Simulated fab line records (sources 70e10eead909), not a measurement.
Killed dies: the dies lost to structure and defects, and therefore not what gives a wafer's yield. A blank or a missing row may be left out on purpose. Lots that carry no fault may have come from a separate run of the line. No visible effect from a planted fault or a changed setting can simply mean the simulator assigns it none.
Chamber matching -- flow nandHarc -- cmp-04 running NHARC_A_M0_CMP_23: 4 sister chambers
The step polishes, t overpolish 20 s, target thk 113.75 nm. 4 wafers are shown with their chamber, then 7 later ones without.

## WAFERS, EACH WITH ITS CHAMBER
wafer,chamber,motorCurrentA (A)
L627.3,3,11.2
L633.6,2,10.9
L642.1,0,13.0
L642.3,1,11.9

## WAFERS MISSING THEIR CHAMBER
wafer,motorCurrentA (A)
L642.5,10.9
L641.1,10.8
L641.4,10.9
L641.6,11.4
L644.1,11.2
L644.4,10.8
L644.6,12.3

## THE CHAMBER EACH PASSED THROUGH
wafer,from the rows above,in truth
L642.5,can't be placed: 2 or 3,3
L641.1,can't be placed: 2 or 3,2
L641.4,can't be placed: 2 or 3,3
L641.6,can't be placed: 3 or 1 or 2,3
L644.1,can't be placed: 3 or 2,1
L644.4,can't be placed: 2 or 3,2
L644.6,can't be placed: 1 or 0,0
Correct placement for 0 of the 7. These rows do not allow placing 7 (true chamber among the candidates in 6). Number placed wrongly: 0.
How it was worked out, from the rows above alone: a wafer's distance from a chamber is the root of the sum, over the readings, of the square of ((its reading less the chamber's mean) divided by the reading's scatter). The wafer belongs to the nearest chamber; if the next one is less than 2 further off, it can't be placed. The mean given for a chamber averages the wafers shown for that chamber. The scatter (one wafer shown for each chamber): square how far every hidden wafer sits from the nearest shown wafer, average those squares and take the square root.
